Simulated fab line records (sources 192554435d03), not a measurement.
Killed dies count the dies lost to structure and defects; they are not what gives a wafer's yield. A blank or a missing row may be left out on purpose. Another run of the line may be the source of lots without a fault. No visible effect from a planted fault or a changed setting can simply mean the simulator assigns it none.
Split-lot experiment	flow n5 finfet	route with 1938 steps; 7 lots, 21 wafers read

ON THE SPLIT
At N5_BEOL_M0_SAQP_CUT_ETCH_46 (etches SOC in N2/H2, target depth 135 nm, overetch 27 nm, time 202.5 s), the setting time s was moved away from the recipe's 202.5 s on 9 of the 21 wafers read, by -13.6% to +18.1%. All remaining wafers had this setting at the recipe value.

The reading is taken at the split's own step.

THE READING
SiARC_of_BEOL_M0_SAQP_COAT_72.thk nm (the simulator's own value, which no gauge read), in nm, at N5_BEOL_M0_SAQP_CUT_ETCH_46 (etches SOC in N2/H2, target depth 135 nm, overetch 27 nm, time 202.5 s). There is no usual value for it anywhere in the file. The 12 wafers here that ran the recipe average 5.0 nm, standard deviation 0.42 nm.

wafer	tool, chamber at the split	time s as run, s	against the recipe	SiARC_of_BEOL_M0_SAQP_COAT_72.thk nm, nm	against lot-mates on the recipe
L074.1	rie diel-05, 2	202.5	recipe	5.4	-
L074.2	rie diel-05, 0	202.5	recipe	5	-
L074.4	rie diel-05, 3	202.5	recipe	5.2	-
L081.2	rie diel-02, 2	239.1	+18.1%	3.8	no lot-mate on the recipe
L081.3	rie diel-02, 1	239.1	+18.1%	3	no lot-mate on the recipe
L081.5	rie diel-02, 3	239.1	+18.1%	3.4	no lot-mate on the recipe
L088.2	rie diel-03, 0	175	-13.6%	6	+2.2
L088.3	rie diel-03, 2	175	-13.6%	6.4	+2.6
L088.6	rie diel-03, 1	202.5	recipe	3.8	-
L089.2	rie diel-05, 3	202.5	recipe	5.4	-
L089.3	rie diel-05, 0,3	202.5	recipe	5.2	-
L089.4	rie diel-05, 0,3	202.5	recipe	5.2	-
L091.2	rie diel-02, 1	214.4	+5.9%	4.4	-0.8
L091.4	rie diel-02, 3	202.5	recipe	5.2	-
L091.5	rie diel-02, 1	214.4	+5.9%	4.2	-1.0
L094.1	rie diel-05, 0	214.5	+5.9%	4.6	+0.0
L094.6	rie diel-05, 0	214.5	+5.9%	4.6	+0.0
L094.4	rie diel-05, 1	202.5	recipe	4.6	-
L096.1	rie diel-03, 2	202.5	recipe	5	-
L096.6	rie diel-03, 2	202.5	recipe	5	-
L096.4	rie diel-03, 3	202.5	recipe	4.8	-
If several chambers appear in one row, that row covers several wafers at once and the file leaves open which wafer was in which chamber.

THE FIT
A straight line over all 21 wafers: SiARC_of_BEOL_M0_SAQP_COAT_72.thk nm changes by -0.0884 nm for each +1% of time s; r = -0.90; the points scatter about the line by 0.37 nm.
The same after taking each lot's own level away (the mean of its wafers on the recipe; 18 wafers): -0.148 nm for each +1%; r = -0.93; scatter 0.33 nm.
Per that fit: largest time s move, reading shift of 2.7 nm.
The span of the lots' own levels, 3.80 to 5.27 nm, comes to 3.5 times the standard deviation stated above.
Hence the slope depends on the lot-to-lot level, as the two fits are not the same.
Check: for one of the wafers moved furthest among these (-13.6%), held out of the fit, the line's prediction against its lot-mates is +2.11 nm. It came out at +2.2 nm against them.

THESE WAFERS: OTHER SPLITS
These wafers also went through other splits before the reading. Each is held against what the fit with the lots' levels taken away leaves over:
other split on the same wafers	wafers away from the commonest value	r with SiARC_of_BEOL_M0_SAQP_COAT_72.thk nm (lot level and that fit taken away)
N5_HKMG_FIN_ETCH_55 bias w	9	+0.16
N5_GATE_CUT_EXPOSE_10 dose mj	7	-0.09
N5_MOL_CONTACT_COAG_ETCH_105 bias w	8	+0.44
N5_MOL_CONTACT_COAG_COAT_64 spin rpm	7	+0.12
N5_BEOL_M0_SAQP_EXPOSE_11 dose mj	10	+0.08
N5_BEOL_M0_SAQP_EXPOSE_37 dose mj	8	+0.61

FILE'S OWN FIT
SiARC_of_BEOL_M0_SAQP_COAT_72.thk nm changes by -0.149 nm for each +1% of time s, r = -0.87.
